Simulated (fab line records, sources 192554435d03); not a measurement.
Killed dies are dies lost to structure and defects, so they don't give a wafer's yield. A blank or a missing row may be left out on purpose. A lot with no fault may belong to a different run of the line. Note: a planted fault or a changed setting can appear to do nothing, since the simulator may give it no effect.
fab line records -- flow n5Finfet
[record] lots = 7, wafers = 21
route steps=1938 shown PASSIVATION@1916
startH: the number of hours between the record's first day and the start of the first shown wafer of the lot -- waitH: hours elapsed since this lot's preceding step -- " repeats the value in the row above -- L1.1+2: a row that stands for several wafers -- - no value, or no start given -- * or withheld: withheld -- < > ~ a bound
route shown NAME@n: NAME is a module with steps in the file, n the number in the route of the first one -- usual: average and standard deviation across the fault-free wafers -- same: alike in all rows -- chamber/n: place in a boat -- sites: each site's reading -- _std_site: how widely they spread, as a standard deviation -- _edge_site: outer sites' mean less inner sites' -- radiusMm: how far each site lies from the wafer's centre -- mask NAME#n: copy n -- behind: the tool/chamber that last shaped the wafer -- hold: cause of the lot's hold/its duration in hours/its outcome -- device: whichever transistor did not switch (one of n, p or np) -- end of line: at the end of the route, the tests of the same wafers -- a step given without rows: its recipe and nothing more -- killed: not the wafer's yield, but the dies lost to structure and defects at the first sort -- map: a wafer's dies, marking killed ones x, the rest . and places with no die _
set.NAME: the setting the step ran with; set.NAME@STEP: the setting that earlier step ran with -- model.NAME: the simulator's own value behind a step, which no gauge read
lots with deliberately changed settings; one table per step, one row per wafer
[[steps]]
[step N5_PASSIVATION_PECVD_35]
[recipe] material = SiNx, targetThkA = 7000, tempC = 400, precursor = SiH4/NH3/N2, pressureTorr = 4.9, rfW = 1406, timeS = 151.3
lot.wafer,tool,chamber,startH,waitH,set.timeS,model.SiNx_of_PASSIVATION_PECVD_35.thkNm
L074.1,pecvd-02,2,311.88,0.1,151.3,688.2
L074.2,pecvd-02,0,311.88,0.1,172.1,785.6
L074.6,pecvd-02,2,311.88,0.1,151.3,698
L076.1,pecvd-04,2,337.60,0.1,166.7,776.8
L076.3,pecvd-04,1,337.60,0.1,166.7,769.4
L076.6,pecvd-04,2,337.60,0.1,151.3,714
L079.2,pecvd-03,1,345.32,0.1,133.6,607.2
L079.4,pecvd-03,1,345.32,0.1,151.3,702.8
L079.6,pecvd-03,0,345.32,0.1,133.6,624.4
L081.3,pecvd-02,2,349.82,0.1,151.3,706
L081.4,pecvd-02,2,349.82,0.1,151.3,715
L081.6,pecvd-02,0,349.82,0.1,151.3,709.2
L095.1,pecvd-02,1,457.78,0.1,151.3,684.2
L095.4,pecvd-02,1,457.78,0.1,164.9,755.2
L095.5,pecvd-02,0,457.78,0.1,164.9,762
L097.1,pecvd-02,0,465.62,0.1,151.3,692.6
L097.2,pecvd-02,2,465.62,0.1,151.3,702.6
L097.5,pecvd-02,0,465.62,0.1,151.3,701.2
L094.1,pecvd-04,1,475.07,0.1,151.3,699.6
L094.3,pecvd-04,0,475.07,0.1,161.3,746.6
L094.6,pecvd-04,2,475.07,0.1,161.3,756.8
[step N5_PASSIVATION_HMDS_37]
[recipe] timeS = 60, tempC = 120
[step N5_PASSIVATION_COAT_38]
[recipe] spinRpm = 3000, resistThkNm = withheld
[step N5_PASSIVATION_SRD_72]
[recipe] dry = ipaMarangoni, timeS = 30, tempC = 23, rinseLiquid = diw
[step N5_PASSIVATION_ANNEAL_56]
[recipe] tempC = 400, timeS = 1800, ambient = FGA, idleTempC = 300, rampUpCPerMin = 5, rampDownCPerMin = 3
[step N5_PASSIVATION_PROBE_49]
[usual] defectLimitedYield = 91.2/1.3, killed_at_M0_to_M3 = 34/9.2, killed_at_M4_up = 14/5, killedAtContacts = 13/6.7, killedAtFrontEnd = 39/12, killedAtOther = 4/3.3, killedDies = 104/15, killedOpen = 68/12, killedShort = 34/7.5, sort_bin_5_function = 5.2/0.87, sort_bin_6_memory = 3.3/0.63, sort_bin_8_speed = 0/0, sortNPass = 1076/15, sortYieldPct = 91.2/1.3
[same] grossDies = 1180, killedAtBackSide = 0, sort_bin_4_leakage[%] = 0
lot.wafer,tool,chamber,startH,waitH,set.timeS@PASSIVATION_PECVD_35,defectLimitedYield[%],killed_at_M0_to_M3,killed_at_M4_up,killedAtContacts,killedAtFrontEnd,killedAtOther,killedDies,killedOpen,killedShort,sort_bin_5_function[%],sort_bin_6_memory[%],sort_bin_8_speed[%],sortNPass,sortYieldPct[%]
L074.1,prober-01,-,316.14,0.0,151.3,91.9,37,18,5,33,2,95,49,45,4.5,2.8,0,1085,91.9
L074.2,prober-01,-,316.19,0.1,172.1,3.2,28,17,20,34,1043,1142,67,29,92.9,3.0,0.08,38,3.2
L074.6,prober-01,-,316.39,0.3,151.3,90.7,31,12,12,51,4,110,69,39,5.5,3.4,0,1070,90.7
L076.1,prober-01,-,341.58,0.2,166.7,36.8,16,18,16,37,659,746,60,29,60.3,2.7,0,434,36.8
L076.3,prober-01,-,341.68,0.3,166.7,39.8,24,11,20,29,626,710,56,29,57.0,3.0,0,470,39.8
L076.6,prober-01,-,341.83,0.5,151.3,94.7,17,11,10,18,7,63,41,22,3.1,2.1,0,1117,94.7
L079.2,prober-01,-,350.17,0.1,133.6,92.0,35,6,16,35,2,94,63,31,4.5,2.9,0,1086,92.0
L079.4,prober-01,-,350.27,0.2,151.3,92.2,41,11,5,34,1,92,59,29,4.8,2.7,0,1088,92.2
L079.6,prober-01,-,350.37,0.3,133.6,91.4,31,16,13,38,3,101,68,30,4.6,3.7,0,1079,91.4
L081.3,prober-01,-,353.52,0.1,151.3,89.9,37,12,13,54,3,119,68,48,6.4,3.2,0,1061,89.9
L081.4,prober-01,-,353.57,0.2,151.3,91.6,40,17,6,32,4,99,72,27,5.7,2.3,0,1081,91.6
L081.6,prober-01,-,353.67,0.3,151.3,89.2,41,9,22,54,1,127,76,48,5.8,4.6,0,1053,89.2
L095.1,prober-01,-,461.53,0.0,151.3,91.4,36,18,8,39,1,102,58,41,4.7,3.5,0,1078,91.4
L095.4,prober-01,-,461.68,0.2,164.9,53.2,30,16,15,29,462,552,66,25,43.6,3.1,0,628,53.2
L095.5,prober-01,-,461.73,0.2,164.9,53.0,41,11,7,22,474,555,53,34,43.4,3.1,0,625,53.0
L097.1,prober-01,-,469.22,0.0,151.3,89.8,17,14,11,47,31,120,56,28,6.9,3.2,0,1060,89.8
L097.2,prober-01,-,469.27,0.1,151.3,90.2,28,15,4,29,40,116,53,22,7.1,2.3,0,1064,90.2
L097.5,prober-01,-,469.42,0.2,151.3,92.6,30,5,0,48,4,87,51,36,3.9,3.3,0,1093,92.6
L094.1,prober-02,-,478.68,0.0,151.3,92.2,31,12,12,35,2,92,65,26,4.8,2.7,0,1088,92.2
L094.3,prober-02,-,478.78,0.1,161.3,79.6,28,18,12,37,146,241,70,33,16.7,3.5,0,939,79.6
L094.6,prober-02,-,478.93,0.3,161.3,80.4,40,17,8,36,130,231,58,45,16.4,3.0,0,949,80.4
// killed by level:class
L074.1 BEOL_M3:geometricParticle:short=11 FIN_SAQP:geometricParticle:short=9 STI_FIN_REVEAL:geometricParticle:open=9 BEOL_M4:geometricParticle:open=7 BEOL_M3:geometricParticle:open=6 BEOL_M2:geometricParticle:short=5 BEOL_M5:geometricParticle:open=5 FIN_SAQP:geometricParticle:open=4
L074.2 PASSIVATION:areaPecvd=1042 MOL_CONTACT_COAG:geometricParticle:open=16 FIN_SAQP:geometricParticle:open=10 BEOL_M2:geometricParticle:open=8 BEOL_M4:geometricParticle:open=8 BEOL_M3:geometricParticle:open=6 STI_FIN_REVEAL:geometricParticle:open=5 GATE_CUT:geometricParticle:short=5
L074.6 FIN_SAQP:geometricParticle:open=17 FIN_SAQP:geometricParticle:short=14 STI_FIN_REVEAL:geometricParticle:open=7 MOL_CONTACT_COAG:geometricParticle:open=7 BEOL_M1:geometricParticle:open=6 BEOL_M4:geometricParticle:open=6 STARTING-WAFER:geometricParticle:open=5 MOL_CONTACT_COAG:geometricParticle:short=5
L076.1 PASSIVATION:areaPecvd=657 MOL_CONTACT_COAG:geometricParticle:open=13 BEOL_M4:geometricParticle:open=8 FIN_SAQP:geometricParticle:open=7 FIN_SAQP:geometricParticle:short=6 GATE_CUT:geometricParticle:short=5 BEOL_M3:geometricParticle:open=5 ILD0:geometricParticle:open=4
L076.3 PASSIVATION:areaPecvd=624 MOL_CONTACT_COAG:geometricParticle:open=16 FIN_SAQP:geometricParticle:short=9 BEOL_M2:geometricParticle:open=5 BEOL_M3:geometricParticle:open=5 BEOL_M4:geometricParticle:open=5 GATE_CUT:geometricParticle:open=4 MOL_CONTACT_COAG:geometricParticle:short=4
L076.6 MOL_CONTACT_COAG:geometricParticle:open=8 BEOL_M3:geometricParticle:open=8 FIN_SAQP:geometricParticle:short=6 BEOL_M4:geometricParticle:open=4 FIN_SAQP:geometricParticle:open=2 STI_FIN_REVEAL:geometricParticle:open=2 DUMMY_GATE:geometricParticle:open=2 GATE_CUT:geometricParticle:short=2
L079.2 MOL_CONTACT_COAG:geometricParticle:open=12 BEOL_M2:geometricParticle:open=9 BEOL_M0_SAQP:geometricParticle:open=9 BEOL_M1:geometricParticle:open=7 DUMMY_GATE:geometricParticle:open=6 GATE_CUT:geometricParticle:short=6 FIN_SAQP:geometricParticle:short=5 BEOL_M4:geometricParticle:open=4
L079.4 BEOL_M2:geometricParticle:open=9 BEOL_M0_SAQP:geometricParticle:open=8 BEOL_M0_SAQP:geometricParticle:short=7 STI_FIN_REVEAL:geometricParticle:open=6 MOL_CONTACT_COAG:geometricParticle:open=5 FIN_SAQP:geometricParticle:open=4 ILD0:geometricParticle:short=4 BEOL_M0:geometricParticle:open=4
L079.6 MOL_CONTACT_COAG:geometricParticle:open=12 BEOL_M0:geometricParticle:open=8 FIN_SAQP:geometricParticle:open=7 BEOL_M0_SAQP:geometricParticle:short=7 FIN_SAQP:geometricParticle:short=6 BEOL_M4:geometricParticle:open=6 STI_FIN_REVEAL:geometricParticle:open=4 BEOL_M3:geometricParticle:open=4
L081.3 FIN_SAQP:geometricParticle:short=20 BEOL_M2:geometricParticle:open=11 FIN_SAQP:geometricParticle:open=10 STI_FIN_REVEAL:geometricParticle:open=7 MOL_CONTACT_COAG:geometricParticle:short=7 BEOL_M3:geometricParticle:open=7 MOL_CONTACT_COAG:geometricParticle:open=6 BEOL_M0_SAQP:geometricParticle:short=6
L081.4 BEOL_M0_SAQP:geometricParticle:open=10 BEOL_M2:geometricParticle:open=10 STI_FIN_REVEAL:geometricParticle:open=9 BEOL_M0_SAQP:geometricParticle:short=5 BEOL_M3:geometricParticle:open=5 BEOL_M4:geometricParticle:open=5 STARTING-WAFER:geometricParticle:open=5 FIN_SAQP:geometricParticle:open=4
L081.6 FIN_SAQP:geometricParticle:short=15 FIN_SAQP:geometricParticle:open=13 BEOL_M2:geometricParticle:open=11 MOL_CONTACT_COAG:geometricParticle:open=11 MOL_CONTACT_COAG:geometricParticle:short=11 BEOL_M0_SAQP:geometricParticle:open=10 STI_FIN_REVEAL:geometricParticle:open=6 BEOL_M3:geometricParticle:open=6
L095.1 BEOL_M4:geometricParticle:open=14 BEOL_M0_SAQP:geometricParticle:short=12 STI_FIN_REVEAL:geometricParticle:open=10 BEOL_M0_SAQP:geometricParticle:open=9 MOL_CONTACT_COAG:geometricParticle:open=6 BEOL_M3:geometricParticle:open=6 STARTING-WAFER:geometricParticle:short=5 FIN_SAQP:geometricParticle:short=3
L095.4 PASSIVATION:areaPecvd=460 MOL_CONTACT_COAG:geometricParticle:open=11 STI_FIN_REVEAL:geometricParticle:open=8 BEOL_M0_SAQP:geometricParticle:short=7 BEOL_M0_SAQP:geometricParticle:open=7 BEOL_M1:geometricParticle:open=7 BEOL_M4:geometricParticle:open=6 MOL_CONTACT_COAG:geometricParticle:short=4
L095.5 PASSIVATION:areaPecvd=465 BEOL_M0_SAQP:geometricParticle:open=10 BEOL_M0_SAQP:geometricParticle:short=8 BEOL_M2:geometricParticle:open=7 BEOL_M3:geometricParticle:open=6 FIN_SAQP:geometricParticle:open=4 FIN_SAQP:geometricParticle:short=4 STI_FIN_REVEAL:geometricParticle:open=4
L097.1 PASSIVATION:areaEtch=30 MOL_CONTACT_COAG:geometricParticle:open=10 STI_FIN_REVEAL:geometricParticle:open=9 FIN_SAQP:geometricParticle:short=7 DUMMY_GATE:geometricParticle:open=6 GATE_CUT:geometricParticle:short=6 BEOL_M2:geometricParticle:open=5 BEOL_M5:areaExpose=5
L097.2 PASSIVATION:areaEtch=39 BEOL_M3:geometricParticle:open=9 FIN_SAQP:geometricParticle:short=7 BEOL_M2:geometricParticle:open=6 STI_FIN_REVEAL:geometricParticle:open=4 GATE_CUT:geometricParticle:open=4 BEOL_M0_SAQP:geometricParticle:short=4 BEOL_M8:geometricParticle:open=4
L097.5 FIN_SAQP:geometricParticle:short=10 FIN_SAQP:geometricParticle:open=9 STI_FIN_REVEAL:geometricParticle:open=8 DUMMY_GATE:geometricParticle:open=7 BEOL_M0_SAQP:geometricParticle:short=6 BEOL_M2:geometricParticle:open=5 BEOL_M0:geometricParticle:open=4 STARTING-WAFER:geometricParticle:short=4
L094.1 BEOL_M1:geometricParticle:open=13 MOL_CONTACT_COAG:geometricParticle:open=8 DUMMY_GATE:geometricParticle:open=7 STI_FIN_REVEAL:geometricParticle:open=6 BEOL_M0_SAQP:geometricParticle:open=5 BEOL_M2:geometricParticle:open=5 GATE_CUT:geometricParticle:short=4 MOL_CONTACT_COAG:geometricParticle:short=4
L094.3 PASSIVATION:areaPecvd=137 MOL_CONTACT_COAG:geometricParticle:open=11 FIN_SAQP:geometricParticle:open=9 BEOL_M0_SAQP:geometricParticle:short=8 BEOL_M4:geometricParticle:open=8 DUMMY_GATE:geometricParticle:open=6 GATE_CUT:geometricParticle:short=6 BEOL_M1:geometricParticle:open=5
L094.6 PASSIVATION:areaPecvd=126 FIN_SAQP:geometricParticle:short=15 BEOL_M2:geometricParticle:open=10 BEOL_M0_SAQP:geometricParticle:short=9 BEOL_M4:geometricParticle:open=7 MOL_CONTACT_COAG:geometricParticle:open=6 FIN_SAQP:geometricParticle:open=5 GATE_CUT:geometricParticle:short=5
[[key]]
[split] step = N5_PASSIVATION_PECVD_35, setting = timeS, stated = 151.3, by = wafer
[response] step = N5_PASSIVATION_PECVD_35, reading = model.SiNx_of_PASSIVATION_PECVD_35.thkNm, change = +7.05, per = 1%, r = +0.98
[response] step = N5_PASSIVATION_PROBE_49, reading = defectLimitedYield, shape = bent, atLowest = 91.7, atStated = 91.4, atHighest = 3.2
[response] step = N5_PASSIVATION_PROBE_49, reading = killedAtOther, shape = bent, atLowest = 2, atStated = 8, atHighest = 1043
[response] step = N5_PASSIVATION_PROBE_49, reading = killedDies, shape = bent, atLowest = 98, atStated = 102, atHighest = 1142
[response] step = N5_PASSIVATION_PROBE_49, reading = sort_bin_5_function, shape = bent, atLowest = 4.5, atStated = 5.3, atHighest = 92.9
[response] step = N5_PASSIVATION_PROBE_49, reading = sortNPass, shape = bent, atLowest = 1082, atStated = 1078, atHighest = 38
[response] step = N5_PASSIVATION_PROBE_49, reading = sortYieldPct, shape = bent, atLowest = 91.7, atStated = 91.4, atHighest = 3.2
